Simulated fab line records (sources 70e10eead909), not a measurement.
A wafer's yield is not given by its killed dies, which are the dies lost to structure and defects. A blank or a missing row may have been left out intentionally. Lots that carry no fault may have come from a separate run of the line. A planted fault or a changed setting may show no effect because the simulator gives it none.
Chamber matching + flow nandHarc + rieDiel-07 running NHARC_A_STAIRCASE_DESCUM_443: 4 sister chambers
The step chemistry O2, time 3 s. 14 wafers are shown with their chamber, then 7 later ones without.

## WAFERS PAIRED WITH THEIR CHAMBERS
| wafer  | chamber | drypumpMotorCurrentA (A) | showerheadPlenumPTorr (Torr) | oesProductAu (a.u.) |
|--------|---------|--------------------------|------------------------------|---------------------|
| L077.2 | 2       | 5.5                      | 1.88                         | 0.991               |
| L077.5 | 1       | 6.0                      | 1.90                         | 1.001               |
| L077.6 | 0       | 5.0                      | 1.78                         | 1.010               |
| L078.1 | 2       | 5.5                      | 1.88                         | 0.991               |
| L078.3 | 0       | 5.0                      | 1.78                         | 1.003               |
| L078.5 | 1       | 6.0                      | 1.89                         | 0.998               |
| L086.1 | 3       | 6.3                      | 1.98                         | 0.975               |
| L086.4 | 2       | 5.5                      | 1.87                         | 0.988               |
| L086.5 | 3       | 6.3                      | 1.98                         | 0.983               |
| L089.1 | 0       | 5.0                      | 1.77                         | 1.005               |
| L089.4 | 1       | 6.0                      | 1.88                         | 1.003               |
| L089.6 | 2       | 5.5                      | 1.87                         | 1.001               |
| L090.1 | 0       | 5.0                      | 1.77                         | 0.993               |
| L090.4 | 1       | 6.1                      | 1.88                         | 0.992               |

SIGNATURES, as means of the wafers listed above
| reading               | chamber 0 | chamber 1 | chamber 2 | chamber 3 | scatter within a chamber |
|-----------------------|-----------|-----------|-----------|-----------|--------------------------|
| drypumpMotorCurrentA  | 5.000     | 6.025     | 5.500     | 6.300     | 0.0274                   |
| showerheadPlenumPTorr | 1.7750    | 1.8875    | 1.8750    | 1.9800    | 0.00689                  |
| oesProductAu          | 1.00275   | 0.99850   | 0.99275   | 0.97900   | 0.00592                  |
Rule: for a wafer and a chamber, the distance is found by dividing, reading by reading, the gap between the wafer's reading and the chamber's mean by the reading's scatter, squaring, summing and taking the root. If the next closest chamber is less than 2 further off than the closest, the wafer can't be placed; otherwise it belongs to the closest. How the scatter is found: for the shown wafers, subtract from each reading the mean of its chamber, square and add these, divide the total by (wafers less chambers), then take the root.

## WAFERS WITH NO CHAMBER GIVEN
| wafer  | drypumpMotorCurrentA (A) | showerheadPlenumPTorr (Torr) | oesProductAu (a.u.) |
|--------|--------------------------|------------------------------|---------------------|
| L090.5 | 6.1                      | 1.88                         | 1.009               |
| L091.1 | 5.0                      | 1.77                         | 1.005               |
| L091.4 | 6.3                      | 1.98                         | 0.991               |
| L091.6 | 6.1                      | 1.88                         | 1.008               |
| L094.1 | 6.3                      | 1.98                         | 0.992               |
| L094.4 | 5.0                      | 1.77                         | 1.011               |
| L094.5 | 5.5                      | 1.86                         | 1.012               |

## THE CHAMBER EACH PASSED THROUGH
| wafer  | from the rows above | in truth |
|--------|---------------------|----------|
| L090.5 | 1                   | 1        |
| L091.1 | 0                   | 0        |
| L091.4 | 3                   | 3        |
| L091.6 | 1                   | 1        |
| L094.1 | 3                   | 3        |
| L094.4 | 0                   | 0        |
| L094.5 | 2                   | 2        |
Correct placement for 7 of the 7. Can't be placed from these rows: 0. 0 placed wrongly.
